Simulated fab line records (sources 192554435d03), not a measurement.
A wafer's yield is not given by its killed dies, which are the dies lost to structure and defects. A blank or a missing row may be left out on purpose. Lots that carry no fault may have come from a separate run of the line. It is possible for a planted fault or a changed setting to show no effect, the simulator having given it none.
Problem report, 8D (eight disciplines) form, completed by code -- flow n5Finfet -- the parts of the form that need people (team, actions taken, sign-off) are left out

## 1. THE ISSUE
Mean of runLengthS at N5_BEOL_M1_VIA_ETCH_34: 80.7 s across 3 wafers in 2 lots; on wafers with no fault it is 87.6 s (standard deviation 0.45). Measured from the usual mean, that is -15 standard deviations.
The step: etches the open film in C4F6/O2, target depth 67.8 nm, time 64.4 s.
The first sign was on wafer L257.2 at day 9 23:23, on rieDiel-04. The record has a number at this step for 16 wafers belonging to 6 lots. Rule for "out", or "out of limits": more than 4 standard deviations from the usual mean. All remaining wafers that have a number are taken as sound.

## 2. WHAT IT IS, WHAT IT ISN'T
question,is,is not
which readings at this step,runLengthS,"drypumpMotorCurrentA, oes_f_703_au, oesProductAu, rfVppV, showerheadPlenumPTorr, throttleValvePct"
which lots,"L257, L259","L249, L251, L255, L265"
which wafers of those lots,"L257.2, L259.2, L259.6",L257.4
read on which tools,rieDiel-04,rieDiel-03
when,from day 9 23:23,"up to then (7 sound wafers); but 6 sound wafers of L255, L265 came after"

## 3. WHAT RULES OUT EACH SUSPECT
Counting: any tool at a process step up to the reading remains a suspect provided it ran every lot that is out. Sound lots after the first of them don't rule it out here, since some wafers of a struck lot are sound.
- rieDiel-04 at N5_BEOL_M1_ETCHBACK_99 (etches SiO2 in CHF3, target depth 5 nm, time 10.4 s): kept. Ran every lot that is out, first one L257 (day 9 23:15); last sound lot up to then L251 (day 8 08:39).
- rieDiel-04 at N5_BEOL_M1_ETCH_70 (etches SOC in N2/H2, target depth 80 nm, overetch 16 nm, time 120 s): kept. Ran every lot that is out, first one L257 (day 9 23:17); last sound lot up to then L251 (day 8 08:41).
- rieDiel-04 at N5_BEOL_M1_VIA_ETCH_34 (etches the open film in C4F6/O2, target depth 67.8 nm, time 64.4 s): kept. Ran every lot that is out, first one L257 (day 9 23:23); last sound lot up to then L251 (day 8 08:47). Out on those wafers are its own readings of runLengthS.
- Within rieDiel-04 at N5_BEOL_M1_ETCHBACK_99: the wafers that are out ran in chambers 0, 2; their sound lot-mates ran in chamber 3.
- Within rieDiel-04 at N5_BEOL_M1_ETCH_70: the wafers that are out ran in chambers 0, 2; their sound lot-mates ran in chamber 3.
- Within rieDiel-04 at N5_BEOL_M1_VIA_ETCH_34: the wafers that are out ran in chambers 0, 2; their sound lot-mates ran in chamber 3.
The count leaves rieDiel-04 at N5_BEOL_M1_ETCHBACK_99, rieDiel-04 at N5_BEOL_M1_ETCH_70, and rieDiel-04 at N5_BEOL_M1_VIA_ETCH_34.

## 4. THE CAUSE (what the simulator had put in)
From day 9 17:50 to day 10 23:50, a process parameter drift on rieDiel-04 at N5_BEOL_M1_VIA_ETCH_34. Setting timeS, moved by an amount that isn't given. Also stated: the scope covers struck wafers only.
This tool is one of the 3 suspects left after counting.

## 5. SEQUENCE OF EFFECTS, ordered by route
One row per reading whose mean, taken over the struck wafers that have a number, lies over 3 standard deviations from the usual. Only readings for which the record gives a usual standard deviation are gone through. hours: the time from each lot's start at the first step in this table that gives one to its start at this step, as a median over the lots. sigmas: the change in usual standard deviations.
hours,step,reading,usual,on struck wafers,change,sigmas
0,N5_BEOL_M1_VIA_ETCH_34,runLengthS,87.6 s,80.7,-6.9,-15
Process steps it contains:
- N5_BEOL_M1_VIA_ETCH_34: etches the open film in C4F6/O2, target depth 67.8 nm, time 64.4 s.
Later steps that measure or inspect, where all struck wafers having a row at the step show a number for every such reading and not one has moved that far: N5_BEOL_M4_RC_MEAS_101.

## 6. HOW IT WOULD HAVE BEEN CAUGHT EARLIER
First out-of-limits reading in this record: day 9 23:23, which is 6 hours after fault onset at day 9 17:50.
